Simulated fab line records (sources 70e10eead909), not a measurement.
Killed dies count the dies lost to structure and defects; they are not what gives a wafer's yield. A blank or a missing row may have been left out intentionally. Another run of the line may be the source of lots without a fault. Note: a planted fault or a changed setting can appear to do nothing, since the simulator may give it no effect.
Which tool was responsible? / flow nand_harc / Sampling: 11 lots, 33 wafers, 5 of 1302 route steps

WHAT THE GAUGES SHOWED, per wafer
NHARC_END_SORT_01. Usual: killed_at_array 59, standard deviation 17; killed_at_other 0.9, standard deviation 1.6; killed_at_periphery 3.7, standard deviation 2.3; killed_dies 64, standard deviation 17; killed_open 3.3, standard deviation 1.8; killed_short 2.4, standard deviation 1.6.
lot=L167; measured=day 25 01:37; on=prober-01; killed_at_array=55 47 47; killed_at_other=0 1 0; killed_at_periphery=2 6 1; killed_dies=57 54 48; killed_open=4 5 6; killed_short=2 1 1; flag=
lot=L168; measured=day 25 13:22; on=prober-02; killed_at_array=43 36 49; killed_at_other=0 0 0; killed_at_periphery=3 3 2; killed_dies=46 39 51; killed_open=4 3 3; killed_short=1 1 1; flag=
lot=L172; measured=day 26 05:04; on=prober-02; killed_at_array=43 59 39; killed_at_other=0 0 0; killed_at_periphery=3 4 3; killed_dies=46 63 42; killed_open=5 4 4; killed_short=4 1 3; flag=
lot=L177; measured=day 29 04:44; on=prober-01; killed_at_array=42 50 43; killed_at_other=0 0 0; killed_at_periphery=5 7 5; killed_dies=47 57 48; killed_open=4 3 3; killed_short=3 1 2; flag=
lot=L179; measured=day 30 04:32; on=prober-02; killed_at_array=71 55 78; killed_at_other=0 0 0; killed_at_periphery=4 4 4; killed_dies=75 59 82; killed_open=2 2 2; killed_short=2 3 3; flag=
lot=L182; measured=day 30 20:09; on=prober-01; killed_at_array=85 82 668; killed_at_other=0 0 0; killed_at_periphery=1 3 9; killed_dies=86 85 677; killed_open=4 1 2; killed_short=2 7 2; flag=OFF
lot=L190; measured=day 33 19:35; on=prober-02; killed_at_array=66 76 68; killed_at_other=1 0 2; killed_at_periphery=1 4 3; killed_dies=68 80 73; killed_open=2 8 1; killed_short=3 6 2; flag=

EACH LOT AND THE TOOL THAT RAN IT (in order: tool; ch and the chambers of the sampled wafers; start)
lot=L167; NHARC_A_STAIRCASE_ETCH_221=rie_diel-09 ch 0,1, day 16 11:27 or earlier; NHARC_A_STAIRCASE_ETCH_223=rie_diel-09 ch 0,1,3, day 16 11:27 or earlier; NHARC_A_STAIRCASE_TRIM_226=rie_diel-09 ch 1,2,3, day 16 11:27 or earlier; NHARC_A_STAIRCASE_TRIM_233=rie_diel-09 ch 0,1, day 16 11:27
lot=L168; NHARC_A_STAIRCASE_ETCH_221=rie_diel-06 ch 1,3, day 16 13:35 or earlier; NHARC_A_STAIRCASE_ETCH_223=rie_diel-06 ch 2,3, day 16 13:35 or earlier; NHARC_A_STAIRCASE_TRIM_226=rie_diel-06 ch 1,2, day 16 13:35 or earlier; NHARC_A_STAIRCASE_TRIM_233=rie_diel-06 ch 1,2,3, day 16 13:35
lot=L169; NHARC_A_STAIRCASE_ETCH_221=rie_diel-03 ch 1,2,3, day 17 07:47 or earlier; NHARC_A_STAIRCASE_ETCH_223=rie_diel-03 ch 0,1,2, day 17 07:47 or earlier; NHARC_A_STAIRCASE_TRIM_226=rie_diel-03 ch 0,1,2, day 17 07:47 or earlier; NHARC_A_STAIRCASE_TRIM_233=rie_diel-03 ch 1,2,3, day 17 07:47
lot=L172; NHARC_A_STAIRCASE_ETCH_221=rie_diel-09 ch 1,2, day 18 02:09 or earlier; NHARC_A_STAIRCASE_ETCH_223=rie_diel-09 ch 1,2,3, day 18 02:09 or earlier; NHARC_A_STAIRCASE_TRIM_226=rie_diel-09 ch 1,2,3, day 18 02:09 or earlier; NHARC_A_STAIRCASE_TRIM_233=rie_diel-09 ch 1,3, day 18 02:09
lot=L174; NHARC_A_STAIRCASE_ETCH_221=rie_diel-03 ch 0,1,2, day 18 19:48 or earlier; NHARC_A_STAIRCASE_ETCH_223=rie_diel-03 ch 0,1,3, day 18 19:48 or earlier; NHARC_A_STAIRCASE_TRIM_226=rie_diel-03 ch 0,2,3, day 18 19:48 or earlier; NHARC_A_STAIRCASE_TRIM_233=rie_diel-03 ch 0,1,3, day 18 19:48
lot=L175; NHARC_A_STAIRCASE_ETCH_221=rie_diel-03 ch 0,2,3, day 19 17:18 or earlier; NHARC_A_STAIRCASE_ETCH_223=rie_diel-03 ch 0,2,3, day 19 17:18 or earlier; NHARC_A_STAIRCASE_TRIM_226=rie_diel-03 ch 1,2,3, day 19 17:18 or earlier; NHARC_A_STAIRCASE_TRIM_233=rie_diel-03 ch 0,1,2, day 19 17:18
lot=L177; NHARC_A_STAIRCASE_ETCH_221=rie_diel-06 ch 0,1,3, day 20 12:21 or earlier; NHARC_A_STAIRCASE_ETCH_223=rie_diel-06 ch 0,2,3, day 20 12:21 or earlier; NHARC_A_STAIRCASE_TRIM_226=rie_diel-06 ch 0,1,3, day 20 12:21 or earlier; NHARC_A_STAIRCASE_TRIM_233=rie_diel-09 ch 0,2,3, day 20 12:21
lot=L179; NHARC_A_STAIRCASE_ETCH_221=rie_diel-03 ch 2,3, day 21 19:31 or earlier; NHARC_A_STAIRCASE_ETCH_223=rie_diel-03 ch 2,3, day 21 19:31 or earlier; NHARC_A_STAIRCASE_TRIM_226=rie_diel-03 ch 3, day 21 19:31 or earlier; NHARC_A_STAIRCASE_TRIM_233=rie_diel-03 ch 1,2, day 21 19:31
lot=L182; NHARC_A_STAIRCASE_ETCH_221=rie_diel-03 ch 0,1,2, day 22 05:23 or earlier; NHARC_A_STAIRCASE_ETCH_223=rie_diel-03 ch 0,2, day 22 05:23 or earlier; NHARC_A_STAIRCASE_TRIM_226=rie_diel-03 ch 0,1,2, day 22 05:23 or earlier; NHARC_A_STAIRCASE_TRIM_233=rie_diel-09 ch 0,2,3, day 22 05:23
lot=L189; NHARC_A_STAIRCASE_ETCH_221=rie_diel-06 ch 0,1,3, day 24 18:31 or earlier; NHARC_A_STAIRCASE_ETCH_223=rie_diel-06 ch 0,2,3, day 24 18:31 or earlier; NHARC_A_STAIRCASE_TRIM_226=rie_diel-06 ch 1,2,3, day 24 18:31 or earlier; NHARC_A_STAIRCASE_TRIM_233=rie_diel-03 ch 0,1,3, day 24 18:31
lot=L190; NHARC_A_STAIRCASE_ETCH_221=rie_diel-09 ch 0,1,3, day 25 14:45 or earlier; NHARC_A_STAIRCASE_ETCH_223=rie_diel-09 ch 1,2, day 25 14:45 or earlier; NHARC_A_STAIRCASE_TRIM_226=rie_diel-09 ch 1,2,3, day 25 14:45 or earlier; NHARC_A_STAIRCASE_TRIM_233=rie_diel-06 ch 0,1,2, day 25 14:45
- NHARC_A_STAIRCASE_ETCH_221: etches the open film in C4F8/O2, target depth 100 nm, time 40.5 s.
- NHARC_A_STAIRCASE_ETCH_223: etches the open film in C4F8/O2, target depth 100 nm, time 40.5 s.
- NHARC_A_STAIRCASE_TRIM_226: chemistry O2, time 211.2 s.
- NHARC_A_STAIRCASE_TRIM_233: chemistry O2, time 211.2 s.

AS READ BY THE TOOLS THEMSELVES (means over the sampled wafers that have a number; for cases with no such wafer, the mark the record gives instead)
NHARC_A_STAIRCASE_ETCH_221. Usual: oes_product_au 0.940 a.u., standard deviation 0.016; rf_vpp_V 897 V, standard deviation 5.8.
lot=L167; tool=rie_diel-09; oes_product_au (a.u.)=0.963; rf_vpp_V (V)=900; flag=
lot=L168; tool=rie_diel-06; oes_product_au (a.u.)=0.929; rf_vpp_V (V)=901; flag=
lot=L169; tool=rie_diel-03; oes_product_au (a.u.)=0.930; rf_vpp_V (V)=896; flag=
lot=L172; tool=rie_diel-09; oes_product_au (a.u.)=0.954; rf_vpp_V (V)=891; flag=
lot=L174; tool=rie_diel-03; oes_product_au (a.u.)=0.953; rf_vpp_V (V)=896; flag=
lot=L175; tool=rie_diel-03; oes_product_au (a.u.)=0.942; rf_vpp_V (V)=894; flag=
lot=L177; tool=rie_diel-06; oes_product_au (a.u.)=0.933; rf_vpp_V (V)=900; flag=
lot=L179; tool=rie_diel-03; oes_product_au (a.u.)=0.924; rf_vpp_V (V)=894; flag=
lot=L182; tool=rie_diel-03; oes_product_au (a.u.)=0.934; rf_vpp_V (V)=896; flag=
lot=L189; tool=rie_diel-06; oes_product_au (a.u.)=0.935; rf_vpp_V (V)=899; flag=
lot=L190; tool=rie_diel-09; oes_product_au (a.u.)=0.958; rf_vpp_V (V)=896; flag=

NHARC_A_STAIRCASE_ETCH_223. Usual: oes_product_au 0.941 a.u., standard deviation 0.013; rf_vpp_V 897 V, standard deviation 6.
lot=L167; tool=rie_diel-09; oes_product_au (a.u.)=0.954; rf_vpp_V (V)=898; flag=
lot=L168; tool=rie_diel-06; oes_product_au (a.u.)=0.929; rf_vpp_V (V)=906; flag=
lot=L169; tool=rie_diel-03; oes_product_au (a.u.)=0.937; rf_vpp_V (V)=896; flag=
lot=L172; tool=rie_diel-09; oes_product_au (a.u.)=0.945; rf_vpp_V (V)=892; flag=
lot=L174; tool=rie_diel-03; oes_product_au (a.u.)=0.952; rf_vpp_V (V)=894; flag=
lot=L175; tool=rie_diel-03; oes_product_au (a.u.)=0.942; rf_vpp_V (V)=893; flag=
lot=L177; tool=rie_diel-06; oes_product_au (a.u.)=0.945; rf_vpp_V (V)=905; flag=
lot=L179; tool=rie_diel-03; oes_product_au (a.u.)=0.933; rf_vpp_V (V)=896; flag=
lot=L182; tool=rie_diel-03; oes_product_au (a.u.)=0.941; rf_vpp_V (V)=895; flag=
lot=L189; tool=rie_diel-06; oes_product_au (a.u.)=0.930; rf_vpp_V (V)=903; flag=
lot=L190; tool=rie_diel-09; oes_product_au (a.u.)=0.946; rf_vpp_V (V)=890; flag=

NHARC_A_STAIRCASE_TRIM_226. Usual: drypump_motor_current_A 5.6 A, standard deviation 0.38; oes_product_au 1.001 a.u., standard deviation 0.011; rf_vpp_V 57.7 V, standard deviation 0.94; run_length_s 232.7 s, standard deviation 0.32; showerhead_plenum_p_Torr 3.55 Torr, standard deviation 0.16; throttle_valve_pct 17.037 %, standard deviation 0.0091.
lot=L167; tool=rie_diel-09; drypump_motor_current_A (A)=5.3; oes_product_au (a.u.)=1.007; rf_vpp_V (V)=57.6; run_length_s (s)=232.7; showerhead_plenum_p_Torr (Torr)=3.44; throttle_valve_pct (%)=17.035; flag=
lot=L168; tool=rie_diel-06; drypump_motor_current_A (A)=5.4; oes_product_au (a.u.)=0.997; rf_vpp_V (V)=58.7; run_length_s (s)=232.8; showerhead_plenum_p_Torr (Torr)=3.67; throttle_valve_pct (%)=17.032; flag=
lot=L169; tool=rie_diel-03; drypump_motor_current_A (A)=6.0; oes_product_au (a.u.)=1.012; rf_vpp_V (V)=57.4; run_length_s (s)=232.8; showerhead_plenum_p_Torr (Torr)=3.53; throttle_valve_pct (%)=17.041; flag=
lot=L172; tool=rie_diel-09; drypump_motor_current_A (A)=5.3; oes_product_au (a.u.)=1.006; rf_vpp_V (V)=57.6; run_length_s (s)=232.8; showerhead_plenum_p_Torr (Torr)=3.44; throttle_valve_pct (%)=17.033; flag=
lot=L174; tool=rie_diel-03; drypump_motor_current_A (A)=6.0; oes_product_au (a.u.)=1.004; rf_vpp_V (V)=57.5; run_length_s (s)=232.6; showerhead_plenum_p_Torr (Torr)=3.46; throttle_valve_pct (%)=17.041; flag=
lot=L175; tool=rie_diel-03; drypump_motor_current_A (A)=5.9; oes_product_au (a.u.)=1.004; rf_vpp_V (V)=58.0; run_length_s (s)=232.7; showerhead_plenum_p_Torr (Torr)=3.53; throttle_valve_pct (%)=17.039; flag=
lot=L177; tool=rie_diel-06; drypump_motor_current_A (A)=5.2; oes_product_au (a.u.)=1.005; rf_vpp_V (V)=57.9; run_length_s (s)=233.0; showerhead_plenum_p_Torr (Torr)=3.65; throttle_valve_pct (%)=17.042; flag=
lot=L179; tool=rie_diel-03; drypump_motor_current_A (A)=5.9; oes_product_au (a.u.)=0.992; rf_vpp_V (V)=56.4; run_length_s (s)=232.6; showerhead_plenum_p_Torr (Torr)=3.40; throttle_valve_pct (%)=17.044; flag=
lot=L182; tool=rie_diel-03; drypump_motor_current_A (A)=5.9; oes_product_au (a.u.)=1.000; rf_vpp_V (V)=58.0; run_length_s (s)=233.1; showerhead_plenum_p_Torr (Torr)=3.51; throttle_valve_pct (%)=17.041; flag=
lot=L189; tool=rie_diel-06; drypump_motor_current_A (A)=5.3; oes_product_au (a.u.)=0.992; rf_vpp_V (V)=58.2; run_length_s (s)=232.8; showerhead_plenum_p_Torr (Torr)=3.64; throttle_valve_pct (%)=17.047; flag=
lot=L190; tool=rie_diel-09; drypump_motor_current_A (A)=5.3; oes_product_au (a.u.)=1.000; rf_vpp_V (V)=56.3; run_length_s (s)=232.8; showerhead_plenum_p_Torr (Torr)=3.40; throttle_valve_pct (%)=17.031; flag=

NHARC_A_STAIRCASE_TRIM_233. Usual: drypump_motor_current_A 5.6 A, standard deviation 0.39; oes_product_au 1.000 a.u., standard deviation 0.012; rf_vpp_V 57.8 V, standard deviation 0.89; run_length_s 232.7 s, standard deviation 0.31; showerhead_plenum_p_Torr 3.56 Torr, standard deviation 0.16; throttle_valve_pct 17.037 %, standard deviation 0.0099.
lot=L167; tool=rie_diel-09; drypump_motor_current_A (A)=5.7; oes_product_au (a.u.)=1.013; rf_vpp_V (V)=57.5; run_length_s (s)=232.6; showerhead_plenum_p_Torr (Torr)=3.64; throttle_valve_pct (%)=17.041; flag=
lot=L168; tool=rie_diel-06; drypump_motor_current_A (A)=5.3; oes_product_au (a.u.)=1.004; rf_vpp_V (V)=57.8; run_length_s (s)=233.2; showerhead_plenum_p_Torr (Torr)=3.67; throttle_valve_pct (%)=17.040; flag=
lot=L169; tool=rie_diel-03; drypump_motor_current_A (A)=5.8; oes_product_au (a.u.)=1.004; rf_vpp_V (V)=57.4; run_length_s (s)=233.0; showerhead_plenum_p_Torr (Torr)=3.54; throttle_valve_pct (%)=17.043; flag=
lot=L172; tool=rie_diel-09; drypump_motor_current_A (A)=5.1; oes_product_au (a.u.)=1.008; rf_vpp_V (V)=57.2; run_length_s (s)=232.6; showerhead_plenum_p_Torr (Torr)=3.48; throttle_valve_pct (%)=17.040; flag=
lot=L174; tool=rie_diel-03; drypump_motor_current_A (A)=5.8; oes_product_au (a.u.)=1.000; rf_vpp_V (V)=57.7; run_length_s (s)=232.7; showerhead_plenum_p_Torr (Torr)=3.46; throttle_valve_pct (%)=17.031; flag=
lot=L175; tool=rie_diel-03; drypump_motor_current_A (A)=6.0; oes_product_au (a.u.)=1.001; rf_vpp_V (V)=58.0; run_length_s (s)=232.7; showerhead_plenum_p_Torr (Torr)=3.52; throttle_valve_pct (%)=17.041; flag=
lot=L177; tool=rie_diel-09; drypump_motor_current_A (A)=5.4; oes_product_au (a.u.)=1.013; rf_vpp_V (V)=57.6; run_length_s (s)=232.5; showerhead_plenum_p_Torr (Torr)=3.55; throttle_valve_pct (%)=17.042; flag=
lot=L179; tool=rie_diel-03; drypump_motor_current_A (A)=5.9; oes_product_au (a.u.)=1.001; rf_vpp_V (V)=57.3; run_length_s (s)=232.8; showerhead_plenum_p_Torr (Torr)=3.58; throttle_valve_pct (%)=17.039; flag=
lot=L182; tool=rie_diel-09; drypump_motor_current_A (A)=5.4; oes_product_au (a.u.)=1.005; rf_vpp_V (V)=57.2; run_length_s (s)=206.1; showerhead_plenum_p_Torr (Torr)=3.55; throttle_valve_pct (%)=17.040; flag=OFF
lot=L189; tool=rie_diel-03; drypump_motor_current_A (A)=5.9; oes_product_au (a.u.)=0.990; rf_vpp_V (V)=57.9; run_length_s (s)=232.9; showerhead_plenum_p_Torr (Torr)=3.44; throttle_valve_pct (%)=17.037; flag=
lot=L190; tool=rie_diel-06; drypump_motor_current_A (A)=5.4; oes_product_au (a.u.)=0.998; rf_vpp_V (V)=58.2; run_length_s (s)=232.6; showerhead_plenum_p_Torr (Torr)=3.62; throttle_valve_pct (%)=17.029; flag=

THE ANSWER, worked out from the rows above alone
Rule: take the mean of a lot's wafers that have a number; if it is more than 3 standard deviations from the usual mean, the lot is off. A lot without any number at a reading at which 4 lots or more have one is off too. The other lots that the step has rows for count as sound. The gauges are gone through in route order, then the tools' own readings, and for those a lot's mean is taken as printed above. The first step at which some lot is off is used, and at that step the reading that is off furthest; a lot without a number counts as furthest.
Off: L182, at NHARC_END_SORT_01 (killed_at_array). Neither off nor sound, because the step has no rows for them: L169, L174, L175, L189.
A tool fits if, at a process step before that reading, it ran every lot that is off, and no sound lot after the first of them. Not tried: the gauges at NHARC_END_SORT_01; whatever is off there is also off at NHARC_A_STAIRCASE_TRIM_233, on other tools, and gauge error can't account for it. Because NHARC_A_STAIRCASE_ETCH_221 lacks a start for some lots, the hours and order of its lots are taken from NHARC_A_STAIRCASE_TRIM_233. Because NHARC_A_STAIRCASE_ETCH_223 lacks a start for some lots, the hours and order of its lots are taken from NHARC_A_STAIRCASE_TRIM_233. Because NHARC_A_STAIRCASE_TRIM_226 lacks a start for some lots, the hours and order of its lots are taken from NHARC_A_STAIRCASE_TRIM_233. This does not decide it: 2 tools fit, namely rie_diel-03 at NHARC_A_STAIRCASE_ETCH_221 and NHARC_A_STAIRCASE_ETCH_223 and NHARC_A_STAIRCASE_TRIM_226 and rie_diel-09 at NHARC_A_STAIRCASE_TRIM_233.

WHAT THE SIMULATOR HAD PUT IN
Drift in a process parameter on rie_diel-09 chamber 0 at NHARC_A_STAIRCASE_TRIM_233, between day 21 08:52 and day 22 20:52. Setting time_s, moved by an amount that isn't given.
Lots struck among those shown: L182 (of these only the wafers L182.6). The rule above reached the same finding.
